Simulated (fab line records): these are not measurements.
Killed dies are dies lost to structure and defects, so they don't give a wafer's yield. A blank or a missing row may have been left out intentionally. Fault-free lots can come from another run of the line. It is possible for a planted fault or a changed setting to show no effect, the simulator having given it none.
Matching of chambers    flow n5-finfet    N5_HKMG_FIN_ETCH_32 on rie-diel-03: 4 sister chambers
The step etches SOC in N2/H2, target depth 240 nm, time 300 s. 16 wafers are shown with their chamber, then 8 later ones without.

WAFERS WITH THEIR CHAMBER
wafer   chamber  showerhead-plenum-p-Torr (Torr)  throttle-valve-pct (%)  oes-product-au (a.u.)
L082.1  3        2.59                             17.67                   0.88
L082.3  2        2.67                             18.01                   0.79
L082.6  3        2.59                             17.68                   0.88
L087.1  0        2.40                             17.86                   0.71
L087.3  2        2.67                             18.03                   0.78
L087.4  1        2.52                             18.42                   0.73
L088.1  1        2.52                             18.40                   0.73
L088.4  3        2.59                             17.69                   0.86
L088.5  1        2.52                             18.41                   0.72
L089.1  3        2.59                             17.69                   0.86
L089.2  1        2.52                             18.42                   0.73
L089.6  2        2.67                             18.04                   0.77
L091.2  2        2.66                             18.04                   0.77
L091.4  0        2.40                             17.86                   0.70
L091.5  0        2.40                             17.86                   0.71
L094.3  2        2.66                             18.05                   0.75

SIGNATURES (averages over the wafers above)
reading                   chamber 0  chamber 1  chamber 2  chamber 3  scatter within a chamber
showerhead-plenum-p-Torr  2.4000     2.5200     2.6660     2.5900     0.00316
throttle-valve-pct        17.8600    18.4125    18.0340    17.6825    0.0111
oes-product-au            0.7067     0.7275     0.7720     0.8700     0.0109
Rule: a wafer lies at a distance from a chamber equal to the root of the sum of squares, over the readings, of (its reading less the chamber's mean, divided by the reading's scatter). The wafer belongs to the nearest chamber; if the next one is less than 2 further off, it can't be placed. The scatter: take each reading less its chamber's mean, square it, sum over the shown wafers, divide by the number of wafers less the number of chambers, and take the root.

WAFERS MISSING THEIR CHAMBER
wafer   showerhead-plenum-p-Torr (Torr)  throttle-valve-pct (%)  oes-product-au (a.u.)
L094.5  2.58                             17.71                   0.83
L094.6  2.39                             17.89                   0.70
L095.3  2.51                             18.44                   0.71
L095.5  2.66                             18.05                   0.76
L095.6  2.58                             17.71                   0.83
L097.3  2.39                             17.89                   0.69
L097.4  2.66                             18.05                   0.76
L097.5  2.51                             18.44                   0.72

CHAMBER TAKEN BY EACH
wafer   from the rows above  in truth
L094.5  3                    3
L094.6  0                    0
L095.3  1                    1
L095.5  2                    2
L095.6  3                    3
L097.3  0                    0
L097.4  2                    2
L097.5  1                    1
Correctly placed: 8 of 8. Number that these rows cannot place: 0. Placed wrongly: 0.
